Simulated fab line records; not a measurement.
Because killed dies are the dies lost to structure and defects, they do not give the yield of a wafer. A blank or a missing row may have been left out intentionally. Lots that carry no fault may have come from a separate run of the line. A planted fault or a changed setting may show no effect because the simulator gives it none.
Matching of chambers + flow n5 finfet + pecvd-03 running N5_BEOL_M8_DEP_56: 3 sister chambers
The step deposits SiCN from 3MS/NH3, target thk 10 nm, time 17.5 s. 3 wafers are shown with their chamber, then 12 later ones without.

== EACH WAFER AND ITS CHAMBER ==
| wafer  | chamber | showerhead vpp V (V) |
|--------|---------|----------------------|
| L088.1 | 0       | 835                  |
| L088.3 | 2       | 934                  |
| L088.4 | 1       | 850                  |

== WAFERS WITH NO CHAMBER GIVEN ==
| wafer  | showerhead vpp V (V) |
|--------|----------------------|
| L092.1 | 849                  |
| L092.4 | 822                  |
| L092.6 | 947                  |
| L089.3 | 864                  |
| L089.4 | 843                  |
| L089.5 | 846                  |
| L096.1 | 961                  |
| L096.2 | 835                  |
| L096.5 | 950                  |
| L097.1 | 848                  |
| L097.2 | 844                  |
| L097.4 | 844                  |

== EACH ONE'S CHAMBER ==
| wafer  | from the rows above     | in truth |
|--------|-------------------------|----------|
| L092.1 | can't be placed: 1 or 0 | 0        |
| L092.4 | can't be placed: 0 or 1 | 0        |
| L092.6 | 2                       | 2        |
| L089.3 | can't be placed: 1 or 0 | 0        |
| L089.4 | can't be placed: 1 or 0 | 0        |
| L089.5 | can't be placed: 1 or 0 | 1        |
| L096.1 | 2                       | 2        |
| L096.2 | can't be placed: 0 or 1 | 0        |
| L096.5 | 2                       | 2        |
| L097.1 | can't be placed: 1 or 0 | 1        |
| L097.2 | can't be placed: 1 or 0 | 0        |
| L097.4 | can't be placed: 1 or 0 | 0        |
3 of 12 placed correctly. Cannot be placed on the basis of these rows: 9; the candidates contain the true chamber in 9. Wrongly placed: 0.
How it was worked out, from the rows above alone: a wafer's distance from a chamber is the root of the sum, over the readings, of the square of ((its reading less the chamber's mean) divided by the reading's scatter). If the next closest chamber is less than 2 further off than the closest, the wafer can't be placed; otherwise it belongs to the closest. A chamber's mean is the mean of its shown wafers. The scatter (one wafer shown for each chamber): square how far every hidden wafer sits from the nearest shown wafer, average those squares and take the square root.
